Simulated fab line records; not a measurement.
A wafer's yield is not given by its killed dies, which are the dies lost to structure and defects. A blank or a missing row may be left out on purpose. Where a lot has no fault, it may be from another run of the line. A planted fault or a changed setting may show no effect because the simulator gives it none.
Matching of chambers | flow nandHarc | NHARC_A_BONDPAD_STRIP_15 on rieDiel-13: 4 sister chambers
The step strips in O2. 14 wafers are shown with their chamber, then 7 later ones without.

== WAFERS WITH THEIR CHAMBER ==
wafer  | chamber | drypumpMotorCurrentA (A) | oesProductAu (a.u.) | throttleValvePct (%)
L849.1 | 0       | 5.62                     | 0.994               | 17.048
L849.2 | 1       | 5.14                     | 0.998               | 17.047
L849.5 | 0       | 5.61                     | 0.991               | 17.028
L853.3 | 2       | 5.70                     | 1.018               | 17.042
L853.5 | 0       | 5.62                     | 1.009               | 17.040
L853.6 | 3       | 5.79                     | 1.005               | 17.027
L850.1 | 1       | 5.16                     | 0.999               | 17.030
L850.5 | 0       | 5.63                     | 1.006               | 17.056
L850.6 | 1       | 5.16                     | 0.994               | 17.041
L851.2 | 3       | 5.78                     | 0.994               | 17.036
L851.3 | 0       | 5.64                     | 1.000               | 17.041
L851.4 | 1       | 5.13                     | 1.000               | 17.021
L858.1 | 1       | 5.16                     | 0.990               | 17.031
L858.2 | 0       | 5.62                     | 0.994               | 17.033

SIGNATURES, as means of the wafers listed above
reading              | chamber 0 | chamber 1 | chamber 2 | chamber 3 | scatter within a chamber
drypumpMotorCurrentA | 5.6233    | 5.1500    | 5.7000    | 5.7850    | 0.0118
oesProductAu         | 0.99900   | 0.99620   | 1.01800   | 0.99950   | 0.00627
throttleValvePct     | 17.04100  | 17.03400  | 17.04200  | 17.03150  | 0.0098
Rule: for each reading, subtract the chamber's mean from the wafer's reading, divide by that reading's scatter and square the result; add these up over the readings and take the root, which gives the wafer's distance from the chamber. The wafer belongs to the nearest chamber; if the next one is less than 2 further off, it can't be placed. The scatter is the square root of a quotient: the sum, over the shown wafers, of each reading's squared deviation from its chamber's mean, divided by wafers minus chambers.

== WAFERS WITH NO CHAMBER GIVEN ==
wafer  | drypumpMotorCurrentA (A) | oesProductAu (a.u.) | throttleValvePct (%)
L858.4 | 5.68                     | 1.011               | 17.030
L859.1 | 5.14                     | 1.005               | 17.051
L859.4 | 5.68                     | 1.020               | 17.031
L859.5 | 5.11                     | 0.996               | 17.033
L863.1 | 5.69                     | 0.995               | 17.045
L863.2 | 5.80                     | 0.994               | 17.035
L863.4 | 5.12                     | 1.008               | 17.047

== WHICH CHAMBER EACH ONE RAN IN ==
wafer  | from the rows above     | in truth
L858.4 | 2                       | 2
L859.1 | 1                       | 1
L859.4 | 2                       | 2
L859.5 | 1                       | 1
L863.1 | can't be placed: 2 or 0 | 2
L863.2 | 3                       | 3
L863.4 | 1                       | 1
Placed correctly: 6 of 7. From these rows, 1 cannot be placed; in 1 the true chamber is one of the candidates. Placed wrongly: 0.
